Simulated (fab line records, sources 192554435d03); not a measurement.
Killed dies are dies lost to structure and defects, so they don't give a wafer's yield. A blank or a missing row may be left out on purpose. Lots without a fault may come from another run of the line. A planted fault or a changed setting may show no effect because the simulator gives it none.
A struck lot beside a sound one | flow n5_finfet | 38 steps out of a route of 1938
Sound: wafers L215.1, L215.4, L215.6. Struck: wafer L224.1. (L224.4 of the same lot was not struck and is left out.) The cause comes at the end.
At each step with rows: each side's tool, then ch and its chambers, then its first start. Under that, the readings that differ: sound wafers | struck wafers | difference of the means | sigmas: that difference in standard deviations of wafers without a fault.
alike: readings whose means differ by less than 2 such deviations, and words and numbers that are the same on both sides. not compared: withheld readings, readings that some wafer has no value for, bounds like >300 that may hide the same value, and numbers for which the record gives no deviation and whose values overlap.
The two part at a step that has a row with sigmas, a row that says differs or no value, or rows on one side only. Numbers that don't overlap but have no deviation are shown without sigmas and don't part them. A reading that every wafer of one side lacks parts them only if that side has two wafers or more.

first, 12 steps without rows for these wafers: N5_BEOL_M0_ALD_136 (deposits TaN, pulse time 2 s, purge time 3 s, co reactant purge time 2 s); N5_BEOL_M0_SURFACE_TREAT_137; N5_BEOL_M0_CVD_115 (deposits Co from CCTBA/H2, time 120 s); N5_BEOL_M0_SPUTTER_116 (material Cu, target thk 4 nm, time 7.37 s); N5_BEOL_M0_ANNEAL_117 (time 60 s); N5_BEOL_M0_SPUTTER_132 (material Cu, target thk 4 nm, time 7.37 s); N5_BEOL_M0_ANNEAL_133 (time 60 s); N5_BEOL_M0_SPUTTER_134 (material Cu, target thk 4 nm, time 7.37 s); N5_BEOL_M0_ANNEAL_135 (time 60 s); N5_BEOL_M0_SPUTTER_141 (material Cu, target thk 4 nm, time 7.37 s); N5_BEOL_M0_ECD_118 (material Cu, target thk 300 nm); N5_BEOL_M0_ANNEAL_119 (time 90 s).
N5_BEOL_M0_CMP_120: polishes, stops on SiOC, t overpolish 6.9 s.
  sound on cmp-02 ch 0,2, day 7 13:11; struck on cmp-02 ch 3, day 10 00:49
  reading                                           | sound          | struck | difference | sigmas
  barrier_field_endpoint_s (s)                      | 3.58 3.65 3.64 | 7.31   | +3.69      | +31
  time_to_endpoint_s (s)                            | 60.9 58.7 60.1 | 81.5   | +21.6      | +9
  model.SiOC_of_BEOL_M0_SAQP_ILD_DEP_01.thk_nm (nm) | 39.4 39.6 40   | 40.8   | +1.1       |
  alike: motor_current_A, overpolish_run_s
then, 4 steps without rows for these wafers: N5_BEOL_M0_PRE_CLEAN_131 (time 15 s); N5_BEOL_M0_CO_CAP_123 (material Co, precursor CCTBA/H2, target thk 2 nm, time 102.1 s); N5_BEOL_M0_PRE_CLEAN_124 (time 15 s); N5_BEOL_M0_DEP_125 (deposits SiCN from 3MS/NH3, target thk 8 nm, time 14 s).
N5_BEOL_M0_INSPECT_127: inspects for defects (darkfield).
  sound on defect_inspect-02, day 7 13:47; struck on defect_inspect-01, day 10 01:22
  reading          | sound    | struck | difference | sigmas
  raw_defect_count | 62 62 53 | 3484   | +3425      | +99 or more
then, 18 steps without rows for these wafers: N5_BEOL_M1_ILD_DEP_00 (deposits SiOC from DEMS/O2, target thk 79 nm, time 15.3 s); N5_BEOL_M1_PECVD_72 (deposits SiO2 from TEOS/O2, target thk 16 nm, time 18 s); N5_BEOL_M1_HM_DEP_02 (deposits TiN, target thk 20 nm); N5_BEOL_M1_COAT_61 (time 60 s, resist thk 60 nm); N5_BEOL_M1_COAT_62 (time 60 s, resist thk 12 nm); N5_BEOL_M1_COAT_73 (time 60 s, resist thk 5 nm); N5_BEOL_M1_COAT_05 (resist thk 30 nm); N5_BEOL_M1_EBR_07; N5_BEOL_M1_SOFTBAKE_06 (time 60 s); N5_BEOL_M1_EXPOSE_08 (exposes mask M1); N5_BEOL_M1_PEB_09 (peb time 60 s); N5_BEOL_M1_DEVELOP_10 (develop time 30 s); N5_BEOL_M1_DESCUM_16 (chemistry O2, time 7 s); N5_BEOL_M1_ETCH_74 (etches underlayer in N2/H2, target depth 6.5 nm, time 5.2 s); N5_BEOL_M1_ETCH_63 (etches SiARC in CF4, target depth 15.6 nm, time 26 s); N5_BEOL_M1_ETCH_64 (etches SOC in N2/H2, target depth 75 nm, overetch 15 nm, time 112.5 s); N5_BEOL_M1_STRIP_65 (strips in N2/H2); N5_BEOL_M1_STRIP_75 (strips in N2/H2).
N5_BEOL_M4_RC_MEAS_101:
  the record has rows for the sound wafers here (prober-02 ch 0, day 10 20:44) and none for the struck ones
-- the record jumps here: 8 days lie between the struck wafers' starts before and after (it left off in module BEOL_M4 and takes up again in module PASSIVATION, whose first step shown is number 1936 of the route) --
N5_PASSIVATION_PROBE_49:
  the record has rows for the struck wafers here (prober-02, day 18 10:40) and none for the sound ones

WHERE THEY PART
First at N5_BEOL_M0_CMP_120; last, within this record, at N5_PASSIVATION_PROBE_49.

WHY: what the simulator had put in
Process parameter drift: cmp-02, from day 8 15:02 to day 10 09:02, at N5_BEOL_M0_CMP_120. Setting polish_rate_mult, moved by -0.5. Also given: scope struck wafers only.
